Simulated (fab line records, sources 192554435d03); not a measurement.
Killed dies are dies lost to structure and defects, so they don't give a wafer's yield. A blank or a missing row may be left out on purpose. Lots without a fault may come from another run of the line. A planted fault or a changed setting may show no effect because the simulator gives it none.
Split-lot experiment | flow n5_finfet | 7 lots, 21 wafers read, on a route of 1938 steps

THE SPLIT
At N5_BEOL_M1_ETCH_64 (etches SOC in N2/H2, target depth 75 nm, overetch 15 nm, time 112.5 s), the setting source_w was moved away from the recipe's 840 W on 6 of the 21 wafers read, by -16.7% to +15.6%. The other wafers ran this setting at the recipe's value.

The reading is taken at the split's own step.

THE READING
rf_vpp_V, in V, at N5_BEOL_M1_ETCH_64 (etches SOC in N2/H2, target depth 75 nm, overetch 15 nm, time 112.5 s). Fault-free wafers of this fab line usually give 523.9 V, standard deviation 2.4 V.

wafer  | tool, chamber at the split | source_w as run, W | against the recipe | rf_vpp_V, V | against lot-mates on the recipe
L074.2 | rie_diel-04, 3             | 840                | recipe             | 521.4       | -
L074.3 | rie_diel-04, 0             | 892.7              | +6.3%              | 518.2       | -3.2
L074.6 | rie_diel-04, 1             | 892.7              | +6.3%              | 516.0       | -5.4
L076.1 | rie_diel-05, 0             | 840                | recipe             | 527.8       | -
L076.2 | rie_diel-05, 2             | 840                | recipe             | 521.4       | -
L076.5 | rie_diel-05, 2             | 840                | recipe             | 521.2       | -
L083.2 | rie_diel-02, 3             | 840                | recipe             | 524.4       | -
L083.3 | rie_diel-02, 0             | 840                | recipe             | 520.5       | -
L083.5 | rie_diel-02, 0             | 840                | recipe             | 519.2       | -
L084.1 | rie_diel-02, 2             | 971.4              | +15.6%             | 499.8       | -19.3
L084.3 | rie_diel-02, 0             | 840                | recipe             | 519.0       | -
L084.6 | rie_diel-02, 0             | 840                | recipe             | 519.3       | -
L092.1 | rie_diel-05, 3             | 840                | recipe             | 521.8       | -
L092.4 | rie_diel-05, 1             | 840                | recipe             | 521.0       | -
L092.6 | rie_diel-05, 2             | 840                | recipe             | 522.7       | -
L094.1 | rie_diel-02, 3             | 840                | recipe             | 523.9       | -
L094.3 | rie_diel-02, 0             | 699.7              | -16.7%             | 561.2       | +36.5
L094.5 | rie_diel-02, 2             | 840                | recipe             | 525.6       | -
L095.1 | rie_diel-05, 2             | 742.9              | -11.6%             | 543.3       | +22.8
L095.2 | rie_diel-05, 0             | 742.9              | -11.6%             | 548.9       | +28.4
L095.4 | rie_diel-05, 1             | 840                | recipe             | 520.5       | -

THE FIT
A straight line over all 21 wafers: rf_vpp_V changes by -1.84 V for each +1% of source_w; r = -0.96; the points scatter about the line by 3.8 V.
The same after taking each lot's own level away (the mean of its wafers on the recipe; 21 wafers): -1.77 V for each +1%; r = -0.96; scatter 3.7 V.
On that fit, the largest move of source_w shifts the reading by 29 V.
The lots' own levels span 519.15 to 524.75 V, that is 2.3 times the standard deviation above.
So the lot-to-lot level changes the slope little: the two slopes agree.
Check: with one of the wafers moved furthest among these (-16.7%) left out of the fit, the line predicts +28.6 V for it against its lot-mates. It came out at +36.5 V against them.
Tool readings at the split's step, against how far the setting was moved: rf_vpp_V r = -0.96.

THE FILE'S OWN FIT
rf_vpp_V changes by -1.77 V for each +1% of source_w, r = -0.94.
